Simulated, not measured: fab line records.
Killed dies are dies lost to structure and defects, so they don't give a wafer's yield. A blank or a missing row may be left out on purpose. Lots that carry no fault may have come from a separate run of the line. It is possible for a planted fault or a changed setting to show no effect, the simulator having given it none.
Split-lot trial | flow n5Finfet | route with 1938 steps; 7 lots, 21 wafers read

## ON THE SPLIT
At N5_SD_EPI_N_EPI_21 (deposits Si:P, time 690 s), the setting timeS was moved away from the recipe's 690 s on 5 of the 21 wafers read, by -18.3% to +6.9%. All remaining wafers had this setting at the recipe value.

The split's own step is where the reading is taken.

## THE READING
Si-P_of_SD_EPI_N_EPI_21.thkNm (the simulator's own value, which no gauge read), in nm, at N5_SD_EPI_N_EPI_21 (deposits Si:P, time 690 s). The file gives no usual value for it. Across the 16 wafers here that went through the recipe, the average is 59.0 nm and the standard deviation 0.44 nm.

wafer  | tool, chamber at the split | timeS as run, s | against the recipe | Si-P_of_SD_EPI_N_EPI_21.thkNm, nm | against lot-mates on the recipe
L075.1 | epiRpcvd-02, 0             | 690             | recipe             | 58.6                              | -
L075.2 | epiRpcvd-02, 0             | 690             | recipe             | 59.4                              | -
L075.3 | epiRpcvd-02, 0             | 690             | recipe             | 59.8                              | -
L076.1 | epiRpcvd-03, 0             | 563.4           | -18.3%             | 51                                | -8.0
L076.2 | epiRpcvd-03, 0             | 563.4           | -18.3%             | 51.2                              | -7.8
L076.6 | epiRpcvd-03, 0             | 690             | recipe             | 59                                | -
L077.4 | epiRpcvd-01, 0             | 737.3           | +6.9%              | 61.6                              | +3.1
L077.5 | epiRpcvd-01, 0             | 690             | recipe             | 58                                | -
L077.6 | epiRpcvd-01, 0             | 690             | recipe             | 59                                | -
L080.1 | epiRpcvd-03, 0             | 690             | recipe             | 59.4                              | -
L080.5 | epiRpcvd-03, 0             | 690             | recipe             | 58.8                              | -
L080.6 | epiRpcvd-03, 0             | 690             | recipe             | 58.6                              | -
L085.1 | epiRpcvd-01, 0             | 690             | recipe             | 58.6                              | -
L085.2 | epiRpcvd-01, 0             | 690             | recipe             | 58.8                              | -
L085.5 | epiRpcvd-01, 0             | 690             | recipe             | 59.2                              | -
L095.1 | epiRpcvd-03, 0             | 690             | recipe             | 59.4                              | -
L095.3 | epiRpcvd-03, 0             | 606.9           | -12.0%             | 54.6                              | -4.8
L095.6 | epiRpcvd-03, 0             | 606.9           | -12.0%             | 54.6                              | -4.8
L096.1 | epiRpcvd-01, 0             | 690             | recipe             | 59.4                              | -
L096.4 | epiRpcvd-01, 0             | 690             | recipe             | 59.4                              | -
L096.6 | epiRpcvd-01, 0             | 690             | recipe             | 58.8                              | -

THE FIT
A straight line over all 21 wafers: Si-P_of_SD_EPI_N_EPI_21.thkNm changes by +0.41 nm for each +1% of timeS; r = +0.99; the points scatter about the line by 0.46 nm.
The same after taking each lot's own level away (the mean of its wafers on the recipe; 21 wafers): +0.424 nm for each +1%; r = +0.99; scatter 0.35 nm.
On that fit, the largest move of timeS shifts the reading by 7.8 nm.
Measured against the standard deviation above, the lots' own levels, which go from 58.50 to 59.40 nm, span 2.1 times it.
Hence the lot-to-lot level has little effect on the slope; both slopes agree.
Check: -7.62 nm against its lot-mates is what the line predicts for one of the wafers moved furthest among these (-18.3%) when that wafer is left out of the fit. It came out at -8 nm against them.

## THESE WAFERS: OTHER SPLITS
These wafers also went through other splits before the reading. Each is held against what the fit with the lots' levels taken away leaves over:
other split on the same wafers          | wafers away from the commonest value | r with Si-P_of_SD_EPI_N_EPI_21.thkNm (lot level and that fit taken away)
N5_PMOS_HMC_CHANNEL_EPI_PEB_07 pebTempC | 3                                    | +0.08
N5_FIN_CUT_COAT_02 spinRpm              | 5                                    | +0.01
N5_DUMMY_GATE_COAT_34 spinRpm           | 4                                    | -0.40
N5_DUMMY_GATE_EXPOSE_12 doseMj          | 5                                    | -0.07

## THE WHOLE CHAIN: every reading that the file lists as answering this split, in the file's order
step                    | what it does              | reading                                                                        | change (the file's fit)               | r (the file's)
N5_SD_EPI_N_EPI_21      | deposits Si:P, time 690 s | Si-P_of_SD_EPI_N_EPI_21.thkNm (the simulator's own value, which no gauge read) | +0.424 nm for each +1% of the setting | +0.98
N5_SD_EPI_N_EPI_MEAS_23 |                           | thkNm                                                                          | withheld for each +1% of the setting  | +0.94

## THE FILE'S OWN FIT
Si-P_of_SD_EPI_N_EPI_21.thkNm changes by +0.424 nm for each +1% of timeS, r = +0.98.
